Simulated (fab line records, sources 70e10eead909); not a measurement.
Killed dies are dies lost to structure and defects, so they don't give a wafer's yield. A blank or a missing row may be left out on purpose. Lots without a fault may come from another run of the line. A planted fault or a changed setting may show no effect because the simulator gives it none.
Chamber matching | flow nand_harc | NHARC_A_CONTACT_ALD_18 on ald_metal-01: 4 sister chambers
The step deposits TiN, target thk 3 nm, pulse time 1 s, ald cycles 150. 8 wafers are shown with their chamber, then 12 later ones without.

WAFERS WITH THEIR CHAMBER
wafer  | chamber | heater_power_w (W) | precursor_pulse_height_rel
L091.2 | 3       | 1098               | 1.028
L091.6 | 2       | 1094               | 0.982
L092.1 | 0       | 1333               | 0.976
L092.3 | 2       | 1128               | 1.009
L092.5 | 0       | 1333               | 1.014
L092.2 | 1       | 1151               | 0.971
L092.4 | 3       | 1115               | 0.991
L092.6 | 1       | 1187               | 1.018

WAFERS WITHOUT THEIR CHAMBER
wafer  | heater_power_w (W) | precursor_pulse_height_rel
L095.1 | 1135               | 0.992
L095.3 | 1115               | 0.999
L095.6 | 1100               | 0.985
L093.1 | 1301               | 0.968
L093.2 | 1092               | 1.012
L093.6 | 1074               | 0.986
L096.2 | 1210               | 0.994
L096.3 | 1059               | 0.989
L096.6 | 1200               | 0.980
L096.1 | 1121               | 1.019
L096.4 | 1305               | 0.970
L096.5 | 1105               | 1.018

WHICH CHAMBER EACH WENT THROUGH
wafer  | from the rows above          | in truth
L095.1 | can't be placed: 2 or 3 or 1 | 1
L095.3 | can't be placed: 2 or 3      | 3
L095.6 | can't be placed: 2 or 3      | 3
L093.1 | 0                            | 0
L093.2 | can't be placed: 3 or 2      | 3
L093.6 | can't be placed: 3 or 2      | 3
L096.2 | 1                            | 1
L096.3 | can't be placed: 3 or 2      | 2
L096.6 | 1                            | 1
L096.1 | can't be placed: 3 or 2 or 1 | 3
L096.4 | 0                            | 0
L096.5 | can't be placed: 3 or 2      | 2
Placed correctly: 4 of 12. Can't be placed from these rows: 8 (the true chamber is among the candidates in 8). Placed wrongly: 0.
How it was worked out, from the rows above alone: a wafer's distance from a chamber is the root of the sum, over the readings, of the square of ((its reading less the chamber's mean) divided by the reading's scatter). The wafer belongs to the nearest chamber; if the next one is less than 2 further off, it can't be placed. A chamber's mean is the mean of its shown wafers. The scatter: the root of (the sum of the squares of (reading less its chamber's mean) over the shown wafers, divided by (wafers less chambers)).
